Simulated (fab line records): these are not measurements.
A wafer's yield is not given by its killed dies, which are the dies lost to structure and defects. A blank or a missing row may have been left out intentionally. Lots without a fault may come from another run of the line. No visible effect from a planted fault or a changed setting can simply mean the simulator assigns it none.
Check of tool commonality | flow nandHarc | Sample size 13 lots and 39 wafers

## THE REASON FOR OPENING IT
On 1 of the 13 lots, a flag is raised at NHARC_P_ZERO_WELL_CD_MEAS_52 on the reading cdNm. No-fault wafers: 1999.8 nm, standard deviation 1.5.
Rule: a lot is flagged in two cases, either no wafer of it has a number, or all its wafers with numbers fall more than 4 standard deviations from that mean. As for the other lots, they are considered sound.

lot  | measured     | on       | cdNm (nm), wafer by wafer | flag
L351 | day 2 01:38  | cdSem-02 | 1999.2 2001.6 1999.2      | 
L352 | day 2 12:30  | cdSem-01 | 2000.1 1999.2 2001.2      | 
L354 | day 3 07:46  | cdSem-03 | 2001.4 2000.5 1998.8      | 
L357 | day 4 14:02  | cdSem-03 | 1999.3 2002.5 2001.5      | 
L358 | day 4 23:59  | cdSem-03 | 2000.1 2002.5 2000.0      | 
L359 | day 5 10:14  | cdSem-02 | 1895.0 1892.2 1893.8      | FLAGGED
L363 | day 7 01:40  | cdSem-03 | 1997.8 1999.0 1998.9      | 
L369 | day 9 13:55  | cdSem-02 | 2000.8 2000.3 2002.3      | 
L370 | day 10 00:50 | cdSem-03 | 2001.3 2001.7 1997.6      | 
L371 | day 10 10:02 | cdSem-03 | 1999.6 1998.9 1998.6      | 
L372 | day 10 21:30 | cdSem-01 | 1999.7 2001.1 1997.6      | 
L373 | day 11 05:49 | cdSem-01 | 2001.6 1998.2 1999.1      | 
L374 | day 11 15:45 | cdSem-03 | 1997.5 1998.4 1999.6      | 
On average the flagged lots' numbers are 1893.7 nm, which is -106.1 nm against the usual, or -71 standard deviations.

## EACH LOT AND THE TOOL IT RAN ON
Before the reading, the record contains 2 process steps out of a 1302-step route. Cell contents, in order: the tool; ch with the chambers the sampled wafers went through; the start.
lot  | flag    | NHARC_P_ZERO_WELL_DESCUM_13       | NHARC_P_ZERO_WELL_EXPOSE_49
L351 |         | rieDiel-04 ch 0,3, day 1 21:17    | krfScanner-04 ch 0, day 2 01:29
L352 |         | rieDiel-04 ch 0,1,3, day 2 07:16  | krfScanner-04 ch 0, day 2 12:20
L354 |         | rieDiel-12 ch 0,2,3, day 3 03:26  | krfScanner-02 ch 0, day 3 07:37
L357 |         | rieDiel-04 ch 0,3, day 4 09:26    | krfScanner-01 ch 0, day 4 13:53
L358 |         | rieDiel-02 ch 0,1,3, day 4 19:34  | krfScanner-01 ch 0, day 4 23:50
L359 | FLAGGED | rieDiel-04 ch 1,3, day 5 05:34    | krfScanner-01 ch 0, day 5 10:05
L363 |         | rieDiel-02 ch 0,1,2, day 6 21:29  | krfScanner-02 ch 0, day 7 01:31
L369 |         | rieDiel-02 ch 0,1, day 9 09:25    | krfScanner-02 ch 0, day 9 13:46
L370 |         | rieDiel-12 ch 1,2,3, day 9 19:21  | krfScanner-02 ch 0, day 10 00:41
L371 |         | rieDiel-12 ch 1,2,3, day 10 05:26 | krfScanner-02 ch 0, day 10 09:53
L372 |         | rieDiel-12 ch 1,2, day 10 15:24   | krfScanner-02 ch 0, day 10 21:21
L373 |         | rieDiel-04 ch 1,2,3, day 11 01:25 | krfScanner-01 ch 0, day 11 05:40
L374 |         | rieDiel-04 ch 1,2,3, day 11 11:24 | krfScanner-02 ch 0, day 11 15:35
What the steps here do:
- NHARC_P_ZERO_WELL_DESCUM_13: chemistry O2, time 3 s.
- NHARC_P_ZERO_WELL_EXPOSE_49: exposes mask P HVPW, target cd 2000 nm.
- NHARC_P_ZERO_WELL_CD_MEAS_52: target cd 2000 nm.

## FLAGGED AGAINST TOTAL, ONE TOOL AT A TIME (gauges that did the reading follow at the end)
step                         | tool          | lots run | flagged | share of the flagged lots | sound lots run after its first flagged lot
NHARC_P_ZERO_WELL_DESCUM_13  | rieDiel-02    | 3        | 0       | none                      | -
NHARC_P_ZERO_WELL_DESCUM_13  | rieDiel-04    | 6        | 1       | all                       | 2 (L373,L374)
NHARC_P_ZERO_WELL_DESCUM_13  | rieDiel-12    | 4        | 0       | none                      | -
NHARC_P_ZERO_WELL_EXPOSE_49  | krfScanner-01 | 4        | 1       | all                       | 1 (L373)
NHARC_P_ZERO_WELL_EXPOSE_49  | krfScanner-02 | 7        | 0       | none                      | -
NHARC_P_ZERO_WELL_EXPOSE_49  | krfScanner-04 | 2        | 0       | none                      | -
NHARC_P_ZERO_WELL_CD_MEAS_52 | cdSem-01      | 3        | 0       | none                      | -
NHARC_P_ZERO_WELL_CD_MEAS_52 | cdSem-02      | 3        | 1       | all                       | 1 (L369)
NHARC_P_ZERO_WELL_CD_MEAS_52 | cdSem-03      | 7        | 0       | none                      | -

## THE TABLE: WHAT IT ALLOWS
All flagged lots were run by 3 table rows, namely rieDiel-04 at NHARC_P_ZERO_WELL_DESCUM_13, krfScanner-01 at NHARC_P_ZERO_WELL_EXPOSE_49, cdSem-02 at NHARC_P_ZERO_WELL_CD_MEAS_52.
- rieDiel-04 at NHARC_P_ZERO_WELL_DESCUM_13: 1 of its 6 lots flagged. After the first flagged lot (L373, L374), sound lots still ran on it; a lasting fault on the whole tool would not permit that.
- krfScanner-01 at NHARC_P_ZERO_WELL_EXPOSE_49: 1 of its 4 lots flagged. After the first flagged lot (L373), sound lots still ran on it; a lasting fault on the whole tool would not permit that.
- cdSem-02 at NHARC_P_ZERO_WELL_CD_MEAS_52: 1 of its 3 lots flagged. After the first flagged lot (L369), sound lots still ran on it; a lasting fault on the whole tool would not permit that.
No row of the table ran every flagged lot and no sound lot after the first.

## WHAT THE SIMULATOR HAD PUT IN
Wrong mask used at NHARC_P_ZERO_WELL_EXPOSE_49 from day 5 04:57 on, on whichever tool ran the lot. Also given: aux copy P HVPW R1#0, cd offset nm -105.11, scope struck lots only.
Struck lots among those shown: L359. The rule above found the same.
